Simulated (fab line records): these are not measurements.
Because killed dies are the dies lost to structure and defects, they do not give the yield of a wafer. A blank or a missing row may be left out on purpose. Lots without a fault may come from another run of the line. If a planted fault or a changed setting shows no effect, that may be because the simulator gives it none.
fab line records	flow n5Finfet
[record] lots = 9	wafers = 25	lastDay = 17
route steps=1938 shown SPACER0@261 SD_EPI_N@274 SD_EPI_P@305 BEOL_M4@1111 PASSIVATION@1936
lots that met no fault: taken from a fault-free run of the same line
startH: start of the lot's first displayed wafer, in hours after the record's first day	waitH: hours from the lot's prior step to this one	" repeats the value in the row above	L1.1+2: several wafers, shown together as one row	- no value, or no start given	* or withheld: withheld	< > ~ a bound
route shown NAME@n: NAME is a module with steps in the file, n the number in the route of the first one	usual: mean/standard deviation taken from wafers without a fault	same: alike in all rows	chamber/n: place in a boat	sites: per-site readings	_std_site: how widely they spread, as a standard deviation	_edge_site: outer sites' mean less inner sites'	radiusMm: how far each site lies from the wafer's centre	mask NAME#n: copy n	behind: the last tool/chamber to shape the wafer	hold: why the lot went on hold/how many hours it stayed there/how the hold came to an end	device: the n, p or np transistor that did not switch	end of line: tests run on the same wafers once the route is complete	a step without rows: its recipe alone	killed: count of dies lost to structure and defects at first sort (not the wafer's yield)	map: a wafer's dies, x killed, . not, _ none there
set.NAME: the setting as run; set.NAME@STEP: as run at that earlier step	model.NAME: the simulator's own value behind a step, which no gauge read
one table for each step of the route and one row for each wafer, over a sample of lots
services: a tool's chamber out of use, with start hour (startH, from the record's first day; less than 0 if before it), hours out, and reason
[[steps]]
[step N5_SPACER0_INSPECT_04]
[recipe] inspectInstrument = darkfield	mode = postDep
[usual] rawDefectCount = 140/35
lot.wafer	tool	chamber	startH	waitH	rawDefectCount
L108.2	defectInspect-02	-	51.80	0.1	133
L108.4	"	-	"	"	109
L108.5	"	-	"	"	174
L110.3	defectInspect-01	-	61.89	0.1	141
L110.5	"	-	"	"	149
L110.6	"	-	"	"	134
L114.3	defectInspect-02	-	82.83	0.1	137
L114.4	"	-	"	"	107
L114.6	"	-	"	"	168
L116.1	defectInspect-02	-	95.03	0.1	93
L116.2	"	-	"	"	97
L116.3	"	-	"	"	72
L120.1	defectInspect-02	-	124.18	0.1	128
L120.2	"	-	"	"	171
L120.6	"	-	"	"	133
L124.1	defectInspect-01	-	154.46	0.1	114
L124.3	"	-	"	"	135
L124.5	"	-	"	"	142
L126.2	defectInspect-02	-	162.24	0.1	131
L126.6	"	-	"	"	127
L127.2	defectInspect-02	-	164.11	0.1	197
L127.3	"	-	"	"	121
L130.2	defectInspect-01	-	183.25	0.1	91
L130.4	"	-	"	"	169
L130.6	"	-	"	"	137
[step N5_SD_EPI_N_ETCH_34]
[recipe] chemistry = CF4	target = SiARC	targetDepthA = 455	maskMaterial = CAR-ArF-block	timeS = 75.8	ionEnergyEv = 80	pressureMtorr = 40	sourceW = 545	biasW = 36	Ar_flow_sccm = 100	cf4FlowSccm = 100	ends = cleared
[usual] drypumpMotorCurrentA = 5.6/0.37	etchRfOnTimeS = 76.9/2.8	oesProductAu = 0.65/0.076	rfVppV = 184.1/1.2	showerheadPlenumPTorr = 2.14/0.079	throttleValvePct = 15.66/0.23
lot.wafer	tool	chamber	startH	waitH	drypumpMotorCurrentA	etchRfOnTimeS	oesProductAu	rfHoursCounterH	rfVppV	showerheadPlenumPTorr	throttleValvePct
L108.2	rieDiel-04	2	52.27	0.0	5.7	80.5	0.61	189	184.8	2.22	15.96
L108.4	"	0	"	"	6.0	79.7	0.58	219	184.7	2.20	15.65
L108.5	"	0	"	"	6.0	79.7	0.58	-	183.6	2.20	15.66
L110.3	rieDiel-05	2	62.29	0.0	5.7	73.4	0.71	102	182.2	1.99	15.89
L110.5	"	0	"	"	4.9	74.1	0.63	-	183.0	2.06	15.79
L110.6	"	3	"	"	5.0	71.1	0.64	-	185.2	2.21	15.66
L114.3	rieDiel-01	2	83.61	0.0	5.4	74.7	0.77	36	184.6	2.18	15.37
L114.4	"	0	"	"	6.0	79.6	0.83	-	182.8	2.11	15.31
L114.6	"	2	"	"	5.4	75.0	0.76	-	185.2	2.18	15.39
L116.1	rieDiel-04	3	95.42	0.0	5.0	74.0	0.60	229	184.5	2.19	15.53
L116.2	"	0	"	"	6.1	80.5	0.57	233	186.2	2.20	15.68
L116.3	"	1	"	"	5.6	79.3	0.59	208	183.4	2.03	15.70
L120.1	rieDiel-05	3	125.24	0.0	5.0	72.5	0.62	202	186.1	2.21	15.73
L120.2	"	0	"	"	4.9	73.9	0.61	180	182.9	2.06	15.82
L120.6	"	3	"	"	5.0	72.4	0.62	-	184.6	2.21	15.73
L124.1	rieDiel-05	0	154.98	0.0	4.9	72.8	0.63	187	181.6	2.05	15.84
L124.3	"	2	"	"	5.7	73.2	0.69	138	182.3	1.98	15.95
L124.5	"	3	"	"	5.0	71.1	0.62	-	184.4	2.20	15.76
L126.2	rieDiel-04	2	162.82	0.0	5.7	80.2	0.58	229	185.2	2.21	16.05
L126.6	"	0	"	"	6.0	76.6	0.82	-	184.2	2.19	15.25
L127.2	rieDiel-04	2	164.51	0.0	5.7	80.8	0.58	230	186.3	2.21	16.03
L127.3	"	0	"	"	6.0	77.1	0.82	2	184.3	2.19	15.24
L130.2	rieDiel-04	1	183.77	0.0	5.6	78.1	0.57	244	182.5	2.02	15.74
L130.4	"	1	"	"	5.6	77.5	0.57	-	182.2	2.02	15.75
L130.6	"	0	"	"	6.0	76.3	0.78	-	185.6	2.19	15.27
[step N5_SD_EPI_N_ETCH_16]
[recipe] chemistry = CHF3/O2	target = SiO2	targetDepthA = 50	maskMaterial = SOC	pressureMtorr = 30	sourceW = 650	biasW = 170	Ar_flow_sccm = 200	CHF3_flow_sccm = 50	O2_flow_sccm = 5	ionEnergyEv = 200
[usual] drypumpMotorCurrentA = 5.6/0.36	oesProductAu = 0.76/0.092	rfVppV = 533/20	showerheadPlenumPTorr = 2.41/0.09	throttleValvePct = 18.99/0.22
lot.wafer	tool	chamber	startH	waitH	drypumpMotorCurrentA	oesProductAu	rfHoursCounterH	rfVppV	showerheadPlenumPTorr	throttleValvePct
L108.2	rieDiel-04	2	52.85	0.1	5.7	0.72	189	556	2.51	19.28
L108.4	"	0	"	"	6.0	0.69	219	537	2.51	19.03
L108.5	"	0	"	"	6.0	0.69	-	537	2.51	19.04
L110.3	rieDiel-05	2	62.87	0.1	5.7	0.82	103	516	2.24	19.23
L110.5	"	0	"	"	4.9	0.74	-	511	2.30	18.92
L110.6	"	3	"	"	5.0	0.75	-	515	2.48	18.85
L114.3	rieDiel-01	2	84.19	0.1	5.4	0.91	36	553	2.46	18.76
L114.4	"	0	"	"	6.0	1.00	-	566	2.37	18.58
L114.6	"	2	"	"	5.4	0.90	-	553	2.46	18.77
L116.1	rieDiel-04	3	96.00	0.1	5.0	0.70	229	516	2.47	18.79
L116.2	"	0	"	"	6.0	0.68	234	540	2.50	19.08
L116.3	"	1	"	"	5.6	0.70	209	517	2.32	19.09
L120.1	rieDiel-05	3	125.82	0.1	5.0	0.71	202	514	2.47	18.87
L120.2	"	0	"	"	4.9	0.72	180	513	2.29	18.96
L120.6	"	3	"	"	5.0	0.72	-	516	2.47	18.89
L124.1	rieDiel-05	0	155.56	0.1	4.9	0.71	187	511	2.29	18.97
L124.3	"	2	"	"	5.7	0.78	138	516	2.23	19.28
L124.5	"	3	"	"	5.0	0.71	-	515	2.46	18.91
L126.2	rieDiel-04	2	163.40	0.1	5.7	0.70	230	555	2.50	19.36
L126.6	"	0	"	"	6.1	0.98	-	537	2.49	18.73
L127.2	rieDiel-04	2	165.09	0.1	5.7	0.70	230	556	2.50	19.37
L127.3	"	0	"	"	6.0	0.96	2	537	2.49	18.75
L130.2	rieDiel-04	1	184.35	0.1	5.6	0.67	244	517	2.30	19.16
L130.4	"	1	"	"	5.6	0.68	-	516	2.30	19.15
L130.6	"	0	"	"	6.0	0.91	-	538	2.49	18.73
[step N5_SD_EPI_N_STRIP_18]
[recipe] chemistry = SPM	timeS = 750	tempC = 130	h2so4H2o2VolRatio = 4
lot.wafer	tool	chamber	startH	waitH
L108.2+4+5	wetBench-04	4,3,0	53.11	0.0
L110.3+5+6	wetBench-04	2,1,3	63.13	0.0
L114.3+4+6	wetBench-04	0,2,1	84.45	0.0
L116.1+2+3	wetBench-04	6,4,3	96.26	0.0
L120.1+2+6	wetBench-03	2,1,4	126.08	0.0
L124.1+3+5	wetBench-03	3,0,2	155.82	0.0
L126.2+6	wetBench-03	7,3	163.66	0.0
L127.2+3	wetBench-02	7,0	165.37	0.0
L130.2+4+6	wetBench-04	0,4,5	184.61	0.0
[step N5_SD_EPI_N_INSPECT_26]
[recipe] inspectInstrument = darkfield	mode = postEpi
[usual] rawDefectCount = 209/43
lot.wafer	tool	chamber	startH	waitH	rawDefectCount
L108.2	defectInspect-01	-	56.18	0.1	230
L108.4	"	-	"	"	186
L108.5	"	-	"	"	256
L110.3	defectInspect-02	-	66.20	0.1	199
L110.5	"	-	"	"	202
L110.6	"	-	"	"	233
L114.3	defectInspect-01	-	87.66	0.1	575
L114.4	"	-	"	"	552
L114.6	"	-	"	"	595
L116.1	defectInspect-02	-	100.04	0.1	523
L116.2	"	-	"	"	520
L116.3	"	-	"	"	518
L120.1	defectInspect-02	-	129.33	0.1	229
L120.2	"	-	"	"	234
L120.6	"	-	"	"	173
L124.1	defectInspect-01	-	158.89	0.1	188
L124.3	"	-	"	"	195
L124.5	"	-	"	"	234
L126.2	defectInspect-02	-	167.49	0.1	189
L126.6	"	-	"	"	212
L127.2	defectInspect-02	-	169.17	0.1	255
L127.3	"	-	"	"	144
L130.2	defectInspect-01	-	188.48	0.1	156
L130.4	"	-	"	"	258
L130.6	"	-	"	"	240
[step N5_SD_EPI_P_INSPECT_11]
[recipe] mode = adi	inspectInstrument = macro
[usual] rawDefectCount = 2.2/1.4
lot.wafer	tool	chamber	startH	waitH	rawDefectCount
L108.2	defectInspect-01	-	56.51	0.0	2
L108.4	"	-	"	"	3
L108.5	"	-	"	"	1
L110.3	defectInspect-02	-	66.66	0.0	2
L110.5	"	-	"	"	1
L110.6	"	-	"	"	4
L114.3	defectInspect-01	-	88.11	0.0	>300
L114.4	"	-	"	"	>300
L114.6	"	-	"	"	>300
L116.1	defectInspect-01	-	100.49	0.0	>300
L116.2	"	-	"	"	>300
L116.3	"	-	"	"	>300
L120.1	defectInspect-01	-	129.78	0.0	3
L120.2	"	-	"	"	3
L120.6	"	-	"	"	1
L124.1	defectInspect-01	-	159.22	0.0	3
L124.3	"	-	"	"	0
L124.5	"	-	"	"	1
L126.2	defectInspect-02	-	167.94	0.0	3
L126.6	"	-	"	"	4
L127.2	defectInspect-02	-	169.63	0.0	0
L127.3	"	-	"	"	1
L130.2	defectInspect-01	-	188.94	0.0	2
L130.4	"	-	"	"	3
L130.6	"	-	"	"	6
[step N5_SD_EPI_P_INSPECT_26]
[recipe] inspectInstrument = darkfield	mode = postEpi
[usual] rawDefectCount = 183/37
lot.wafer	tool	chamber	startH	waitH	rawDefectCount
L108.2	defectInspect-01	-	60.54	0.0	271
L108.4	"	-	"	"	160
L108.5	"	-	"	"	226
L110.3	defectInspect-01	-	70.41	0.0	146
L110.5	"	-	"	"	167
L110.6	"	-	"	"	207
L114.3	defectInspect-01	-	91.87	0.0	499
L114.4	"	-	"	"	476
L114.6	"	-	"	"	540
L116.1	defectInspect-01	-	104.26	0.0	543
L116.2	"	-	"	"	517
L116.3	"	-	"	"	501
L120.1	defectInspect-01	-	134.32	0.0	176
L120.2	"	-	"	"	210
L120.6	"	-	"	"	238
L124.1	defectInspect-02	-	163.00	0.0	153
L124.3	"	-	"	"	186
L124.5	"	-	"	"	224
L126.2	defectInspect-02	-	171.81	0.0	190
L126.6	"	-	"	"	132
L127.2	defectInspect-01	-	173.74	0.0	242
L127.3	"	-	"	"	171
L130.2	defectInspect-01	-	193.93	0.0	144
L130.4	"	-	"	"	178
L130.6	"	-	"	"	165
[step N5_BEOL_M4_RC_MEAS_101]
[usual] DIBL_N = 36.1/2	DIBL_P = 36.3/2.4	IOFF_N = 0.15/0.035	IOFF_P = 0.21/0.039	ION_N = 672/15	ION_P = 463/9.7	SS_N = 71.5/0.7	SS_P = 73.2/0.75	VT_N = 251/3.6	VT_P = -250/3.8
lot.wafer	tool	chamber	startH	waitH	DIBL_N[mV/V]	DIBL_P[mV/V]	IOFF_N[nA/um]	IOFF_P[nA/um]	ION_N[uA/um]	ION_P[uA/um]	SS_N[mV/dec]	SS_P[mV/dec]	VT_N[mV]	VT_P[mV]
L108.2	prober-01	0	174.42	0.2	33.8	33.2	0.12	0.18	676	466	70.3	72.8	255	-252
L108.4	"	0	"	"	35.8	36.5	0.14	0.22	670	468	71.2	73.4	252	-247
L108.5	"	0	"	"	36.9	37.2	0.15	0.24	669	466	71.5	73.8	253	-248
L110.3	prober-01	0	176.51	0.3	32.3	33.3	0.11	0.18	672	481	71.6	72.3	254	-248
L110.5	"	0	"	"	37.0	38.7	0.19	0.27	694	481	71.2	73.3	247	-245
L110.6	"	0	"	"	35.8	37.5	0.16	0.25	688	484	71.5	73.6	249	-247
L114.3	prober-02	0	206.71	0.3	39.7	39.7	0.20	0.22	671	456	72.8	74.2	247	-252
L114.4	"	0	"	"	37.9	38.4	0.16	0.20	676	462	72.7	73.3	250	-257
L114.6	"	0	"	"	37.7	38.9	0.17	0.20	669	453	72.5	73.7	249	-253
L116.1	prober-02	0	214.54	0.2	34.1	33.7	0.12	0.15	684	466	70.5	72.0	253	-255
L116.2	"	0	"	"	35.3	35.3	0.12	0.18	657	461	71.7	73.2	255	-255
L116.3	"	0	"	"	35.2	34.5	0.12	0.16	653	458	71.4	73.0	254	-257
L120.1	prober-01	0	246.02	0.0	36.2	35.9	0.16	0.22	670	471	71.7	73.3	251	-246
L120.2	"	0	"	"	38.2	37.9	0.21	0.26	703	478	71.6	73.4	245	-245
L120.6	"	0	"	"	35.7	34.8	0.16	0.21	683	461	71.2	72.6	249	-251
L124.1	prober-02	0	276.00	0.0	33.3	33.1	0.13	0.18	667	452	70.4	72.3	250	-254
L124.3	"	0	"	"	38.0	38.7	0.20	0.27	680	462	72.8	73.7	247	-248
L124.5	"	0	"	"	34.9	33.5	0.13	0.17	664	451	72.6	73.3	253	-250
L126.2	prober-02	0	284.55	0.2	40.0	41.2	0.21	0.27	683	461	72.2	74.7	249	-249
L126.6	"	0	"	"	42.3	42.9	0.26	0.31	692	468	73.1	75.0	243	-245
L127.2	prober-01	0	284.75	0.2	36.2	37.2	0.15	0.19	660	455	71.9	73.4	251	-253
L127.3	"	0	"	"	37.4	38.7	0.18	0.21	691	469	71.7	73.3	248	-250
L130.2	prober-01	0	311.10	0.2	36.3	35.1	0.13	0.21	647	451	71.1	72.2	254	-247
L130.4	"	0	"	"	39.6	39.1	0.19	0.27	680	464	72.3	73.1	246	-248
L130.6	"	0	"	"	36.0	34.1	0.12	0.19	656	458	71.3	72.6	256	-253
[step N5_PASSIVATION_PROBE_49]
[usual] defectLimitedYield = 91.1/1.6	killed_at_M0_to_M3 = 35/11	killed_at_M4_up = 13/5.4	killedAtContacts = 13/6.5	killedAtFrontEnd = 40/14	killedAtOther = 4/3.1	killedDies = 105/18	killedOpen = 69/14	killedShort = 34/7.3	sort_bin_5_function = 5.2/0.96	sort_bin_6_memory = 3.4/0.77	sortNPass = 1075/19	sortYieldPct = 91.1/1.6
[same] grossDies = 1180	killedAtBackSide = 0	sort_bin_4_leakage[%] = 0	sort_bin_8_speed[%] = 0
lot.wafer	tool	chamber	startH	waitH	defectLimitedYield[%]	killed_at_M0_to_M3	killed_at_M4_up	killedAtContacts	killedAtFrontEnd	killedAtOther	killedDies	killedOpen	killedShort	sort_bin_5_function[%]	sort_bin_6_memory[%]	sortNPass	sortYieldPct[%]
L110.3	prober-01	-	281.69	0.1	93.9	31	12	5	21	3	72	46	20	4.2	1.7	1108	93.9
L110.5	prober-01	-	281.79	0.2	93.6	28	10	3	33	1	75	46	28	3.1	2.9	1105	93.6
L110.6	prober-01	-	281.84	0.3	91.5	40	3	14	35	8	100	62	38	5.2	2.8	1080	91.5
L108.2	prober-01	-	289.68	0.1	90.3	58	13	9	32	3	115	66	45	5.3	4.0	1065	90.3
L108.4	prober-01	-	289.78	0.2	91.7	35	16	7	32	8	98	60	37	5.3	2.9	1082	91.7
L108.5	prober-01	-	289.83	0.2	92.1	20	11	11	46	5	93	57	29	4.7	2.6	1087	92.1
L116.1	prober-02	-	313.51	0.0	90.2	16	12	7	77	4	116	46	19	5.5	3.2	1064	90.2
L116.2	prober-02	-	313.56	0.1	83.3	38	4	6	145	4	197	59	33	10.2	4.9	983	83.3
L116.3	prober-02	-	313.61	0.1	82.0	39	3	16	142	12	212	69	45	10.8	5.0	968	82.0
L114.3	prober-02	-	314.05	0.1	83.8	34	12	15	127	3	191	67	35	9.2	5.2	989	83.8
L114.4	prober-02	-	314.10	0.2	83.6	39	11	14	124	6	194	67	30	9.7	4.2	986	83.6
L114.6	prober-02	-	314.20	0.3	82.9	29	8	24	140	1	202	68	28	11.5	3.8	978	82.9
L120.1	prober-02	-	357.20	0.0	88.8	35	28	12	50	7	132	85	46	6.3	4.7	1048	88.8
L120.2	prober-02	-	357.25	0.1	88.5	36	23	20	52	5	136	86	48	6.4	5.0	1044	88.5
L120.6	prober-02	-	357.45	0.3	90.6	19	25	15	50	2	111	65	43	5.9	3.1	1069	90.6
L124.1	prober-01	-	374.06	0.0	92.6	25	22	10	26	4	87	62	20	4.7	2.2	1093	92.6
L124.3	prober-01	-	374.16	0.1	92.8	26	15	9	28	7	85	56	25	4.0	3.1	1095	92.8
L124.5	prober-01	-	374.26	0.2	92.1	23	18	6	44	2	93	58	30	4.5	2.8	1087	92.1
L126.2	prober-02	-	387.46	0.1	86.1	45	8	14	91	6	164	113	50	8.8	4.9	1016	86.1
L126.6	prober-02	-	387.66	0.3	87.5	40	14	11	78	5	148	106	32	7.5	4.2	1032	87.5
L127.2	prober-02	-	398.51	0.1	91.1	45	13	13	32	2	105	75	30	5.3	3.1	1075	91.1
L127.3	prober-02	-	398.56	0.1	90.8	52	16	11	28	1	108	76	30	4.7	3.9	1072	90.8
L130.2	prober-01	-	413.74	0.1	89.6	47	11	11	48	6	123	89	30	6.7	3.7	1057	89.6
L130.4	prober-01	-	413.84	0.2	90.4	35	12	8	53	5	113	71	39	5.6	3.4	1067	90.4
L130.6	prober-01	-	413.94	0.3	90.1	36	14	18	46	3	117	72	42	5.8	3.5	1063	90.1
// killed by level:class
L110.3 BEOL_M0_SAQP:geometricParticle:open=11 BEOL_M0_SAQP:geometricParticle:short=7 FIN_SAQP:geometricParticle:open=5 MOL_CONTACT_COAG:geometricParticle:open=4 BEOL_M1:geometricParticle:open=4 FIN_SAQP:geometricParticle:short=3 DUMMY_GATE:geometricParticle:open=3 BEOL_M2:geometricParticle:open=3
L110.5 BEOL_M0_SAQP:geometricParticle:short=9 BEOL_M2:geometricParticle:open=7 BEOL_M0_SAQP:geometricParticle:open=6 BEOL_M5:geometricParticle:open=5 STI_FIN_REVEAL:geometricParticle:open=5 FIN_SAQP:geometricParticle:open=4 STARTING-WAFER:geometricParticle:short=4 DUMMY_GATE:geometricParticle:open=3
L110.6 BEOL_M1:geometricParticle:open=13 MOL_CONTACT_COAG:geometricParticle:open=10 BEOL_M2:geometricParticle:open=7 STI_FIN_REVEAL:geometricParticle:open=6 FIN_SAQP:geometricParticle:open=5 ILD0:geometricParticle:short=5 BEOL_M0_SAQP:geometricParticle:open=5 BEOL_M0_SAQP:geometricParticle:short=5
L108.2 BEOL_M0_SAQP:geometricParticle:open=21 BEOL_M0_SAQP:geometricParticle:short=21 STI_FIN_REVEAL:geometricParticle:open=12 MOL_CONTACT_COAG:geometricParticle:open=6 BEOL_M5:geometricParticle:open=6 GATE_CUT:geometricParticle:short=4 BEOL_M2:geometricParticle:open=4 FIN_SAQP:geometricParticle:short=3
L108.4 BEOL_M0_SAQP:geometricParticle:short=9 MOL_CONTACT_COAG:geometricParticle:open=7 BEOL_M0_SAQP:geometricParticle:open=6 FIN_SAQP:geometricParticle:open=5 FIN_SAQP:geometricParticle:short=5 DUMMY_GATE:geometricParticle:open=5 BEOL_M1:geometricParticle:open=5 BEOL_M3:geometricParticle:open=5
L108.5 STI_FIN_REVEAL:geometricParticle:open=8 MOL_CONTACT_COAG:geometricParticle:open=8 FIN_SAQP:geometricParticle:open=7 BEOL_M4:geometricParticle:open=7 BEOL_M0_SAQP:geometricParticle:open=6 GATE_CUT:geometricParticle:short=5 ILD0:geometricParticle:short=4 BEOL_M3:geometricParticle:open=4
L116.1 SD_EPI_N:unspecified=49 MOL_CONTACT_COAG:geometricParticle:open=7 FIN_SAQP:geometricParticle:open=5 FIN_SAQP:geometricParticle:short=4 STARTING-WAFER:geometricParticle:open=4 BEOL_M0:geometricParticle:open=4 BEOL_M1:geometricParticle:open=4 BEOL_M7:geometricParticle:open=4
L116.2 SD_EPI_N:unspecified=102 BEOL_M0_SAQP:geometricParticle:open=13 BEOL_M0_SAQP:geometricParticle:short=10 STI_FIN_REVEAL:geometricParticle:open=9 FIN_SAQP:geometricParticle:open=8 FIN_SAQP:geometricParticle:short=7 GATE_CUT:geometricParticle:short=7 BEOL_M3:geometricParticle:open=7
L116.3 SD_EPI_N:unspecified=98 MOL_CONTACT_COAG:geometricParticle:open=10 BEOL_M1:geometricParticle:open=10 GATE_CUT:geometricParticle:short=9 BEOL_M2:geometricParticle:open=7 STI_FIN_REVEAL:geometricParticle:open=6 MOL_CONTACT_COAG:geometricParticle:short=6 BEOL_M0_SAQP:geometricParticle:short=6
L114.3 SD_EPI_N:unspecified=89 MOL_CONTACT_COAG:geometricParticle:open=12 STI_FIN_REVEAL:geometricParticle:open=11 BEOL_M2:geometricParticle:open=11 FIN_SAQP:geometricParticle:short=7 BEOL_M1:geometricParticle:open=5 STI_FIN_REVEAL:geometricParticle:short=4 BEOL_M0_SAQP:geometricParticle:short=4
L114.4 SD_EPI_N:unspecified=89 BEOL_M2:geometricParticle:open=14 MOL_CONTACT_COAG:geometricParticle:open=10 STI_FIN_REVEAL:geometricParticle:open=7 HKMG_FIN:areaEtch=7 BEOL_M0_SAQP:geometricParticle:open=6 BEOL_M0_SAQP:geometricParticle:short=5 MOL_CONTACT_COAG:geometricParticle:short=4
L114.6 SD_EPI_N:unspecified=105 MOL_CONTACT_COAG:geometricParticle:open=19 BEOL_M2:geometricParticle:open=11 FIN_SAQP:geometricParticle:open=8 STI_FIN_REVEAL:geometricParticle:open=5 BEOL_M3:geometricParticle:open=5 MOL_CONTACT_COAG:geometricParticle:short=5 GATE_CUT:geometricParticle:open=4
L120.1 BEOL_M4:geometricParticle:open=19 FIN_SAQP:geometricParticle:short=12 FIN_SAQP:geometricParticle:open=11 MOL_CONTACT_COAG:geometricParticle:open=10 BEOL_M0_SAQP:geometricParticle:short=8 BEOL_M0_SAQP:geometricParticle:open=7 BEOL_M2:geometricParticle:open=7 STI_FIN_REVEAL:geometricParticle:open=6
L120.2 MOL_CONTACT_COAG:geometricParticle:open=14 BEOL_M4:geometricParticle:open=13 FIN_SAQP:geometricParticle:short=11 BEOL_M0_SAQP:geometricParticle:open=11 GATE_CUT:geometricParticle:short=10 FIN_SAQP:geometricParticle:open=8 BEOL_M2:geometricParticle:open=7 MOL_CONTACT_COAG:geometricParticle:short=6
L120.6 BEOL_M4:geometricParticle:open=18 FIN_SAQP:geometricParticle:short=17 FIN_SAQP:geometricParticle:open=8 GATE_CUT:geometricParticle:short=8 MOL_CONTACT_COAG:geometricParticle:open=8 MOL_CONTACT_COAG:geometricParticle:short=7 BEOL_M1:geometricParticle:open=6 BEOL_M2:geometricParticle:open=5
L124.1 BEOL_M4:geometricParticle:open=15 MOL_CONTACT_COAG:geometricParticle:open=9 BEOL_M1:geometricParticle:open=6 FIN_SAQP:geometricParticle:open=4 STI_FIN_REVEAL:geometricParticle:open=4 BEOL_M0_SAQP:geometricParticle:short=4 BEOL_M3:geometricParticle:open=4 BEOL_M2:geometricParticle:open=4
L124.3 BEOL_M4:geometricParticle:open=9 MOL_CONTACT_COAG:geometricParticle:open=7 DUMMY_GATE:geometricParticle:open=6 BEOL_M0_SAQP:geometricParticle:open=6 BEOL_M2:geometricParticle:open=6 FIN_SAQP:geometricParticle:open=5 BEOL_M1:geometricParticle:open=5 PASS1_CAP:geometricParticle:open=4
L124.5 STI_FIN_REVEAL:geometricParticle:open=9 FIN_SAQP:geometricParticle:short=8 BEOL_M4:geometricParticle:short=7 MOL_CONTACT_COAG:geometricParticle:open=6 BEOL_M0_SAQP:geometricParticle:open=6 BEOL_M1:geometricParticle:open=6 DUMMY_GATE:geometricParticle:open=5 BEOL_M0_SAQP:geometricParticle:short=5
L126.2 FIN_SAQP:geometricParticle:open=23 STI_FIN_REVEAL:geometricParticle:open=23 BEOL_M3:geometricParticle:open=18 FIN_SAQP:geometricParticle:short=15 MOL_CONTACT_COAG:geometricParticle:open=11 BEOL_M2:geometricParticle:open=11 STI_FIN_REVEAL:geometricParticle:short=7 GATE_CUT:geometricParticle:short=6
L126.6 FIN_SAQP:geometricParticle:open=26 STI_FIN_REVEAL:geometricParticle:open=15 BEOL_M2:geometricParticle:open=14 BEOL_M4:geometricParticle:open=10 MOL_CONTACT_COAG:geometricParticle:open=9 FIN_SAQP:geometricParticle:short=8 BEOL_M1:geometricParticle:open=8 BEOL_M3:geometricParticle:open=8
L127.2 MOL_CONTACT_COAG:geometricParticle:open=10 BEOL_M0_SAQP:geometricParticle:short=10 BEOL_M3:geometricParticle:open=9 BEOL_M0_SAQP:geometricParticle:open=8 BEOL_M2:geometricParticle:open=8 STI_FIN_REVEAL:geometricParticle:open=7 FIN_SAQP:geometricParticle:open=6 BEOL_M1:geometricParticle:open=6
L127.3 BEOL_M0_SAQP:geometricParticle:open=16 BEOL_M0_SAQP:geometricParticle:short=13 MOL_CONTACT_COAG:geometricParticle:open=11 BEOL_M3:geometricParticle:open=8 BEOL_M4:geometricParticle:open=8 FIN_SAQP:geometricParticle:open=7 BEOL_M1:geometricParticle:open=6 FIN_SAQP:geometricParticle:short=5
L130.2 STI_FIN_REVEAL:geometricParticle:open=19 BEOL_M2:geometricParticle:open=19 MOL_CONTACT_COAG:geometricParticle:open=9 DUMMY_GATE:geometricParticle:open=8 BEOL_M0_SAQP:geometricParticle:open=7 BEOL_M3:geometricParticle:open=6 FIN_SAQP:geometricParticle:short=5 BEOL_M0_SAQP:geometricParticle:short=5
L130.4 STI_FIN_REVEAL:geometricParticle:open=13 FIN_SAQP:geometricParticle:short=11 BEOL_M0_SAQP:geometricParticle:open=9 DUMMY_GATE:geometricParticle:open=8 FIN_SAQP:geometricParticle:open=7 MOL_CONTACT_COAG:geometricParticle:open=7 BEOL_M0_SAQP:geometricParticle:short=6 BEOL_M3:geometricParticle:short=5
L130.6 STI_FIN_REVEAL:geometricParticle:open=15 MOL_CONTACT_COAG:geometricParticle:open=14 BEOL_M0_SAQP:geometricParticle:short=8 BEOL_M0_SAQP:geometricParticle:open=6 BEOL_M3:geometricParticle:short=6 DUMMY_GATE:geometricParticle:open=5 FIN_SAQP:geometricParticle:short=4 GATE_CUT:geometricParticle:open=4
[[services]]
tool	chamber	startH	hours	kind
rieDiel-04	1	40.26	9.4	repair
rieDiel-01	-	42.74	2.8	pm
rieDiel-01	0	53.24	-	clean
rieDiel-01	0	53.24	-	consumableReplace:focusRing
rieDiel-01	0	53.24	17.3	scheduledDown
rieDiel-01	0	53.24	17.3	ventCycle
rieDiel-04	-	64.98	1.1	repair
rieDiel-01	1	81.27	3.3	repair
rieDiel-04	-	81.92	2.8	pm
rieDiel-04	0	146.67	-	clean
rieDiel-04	0	146.67	-	consumableReplace:focusRing
rieDiel-04	0	146.67	13.9	scheduledDown
rieDiel-04	0	146.67	13.9	ventCycle
rieDiel-05	0	148.21	4.6	repair
rieDiel-04	3	160.57	-	clean
rieDiel-04	3	160.57	-	consumableReplace:focusRing
rieDiel-04	3	160.57	28.2	scheduledDown
rieDiel-04	3	160.57	28.2	ventCycle
[[key]]
[firstSign] step = N5_SD_EPI_N_INSPECT_26	reading = rawDefectCount	direction = up	sigmas = 7.9	usual = 209	struck = 547
[effect] step = N5_SD_EPI_P_INSPECT_11	reading = rawDefectCount	direction = up	sigmas = 99+	usual = 2.2	struck = >300
[effect] step = N5_SD_EPI_P_INSPECT_26	reading = rawDefectCount	direction = up	sigmas = 8.9	usual = 183	struck = 513
[effect] step = N5_PASSIVATION_PROBE_49	reading = killedAtFrontEnd	direction = up	sigmas = 6.2	usual = 40	struck = 126
[moreKillsBornAt] N5_SD_EPI_N_STRIP_18@wetBench-04 = 532
metAt N5_SD_EPI_N_STRIP_18
struckLots L114,L116
notActingAt N5_SPACER0_INSPECT_04,N5_SD_EPI_N_ETCH_34,N5_SD_EPI_N_ETCH_16
onsetBetween 63.13 84.45
[fault] kind = chamberParticleSource	tool = wetBench-04	chamber = -	onsetH = 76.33	steps = N5_SD_EPI_N_STRIP_18	ratePerVisitCm2 = 0.56353	endH = 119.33
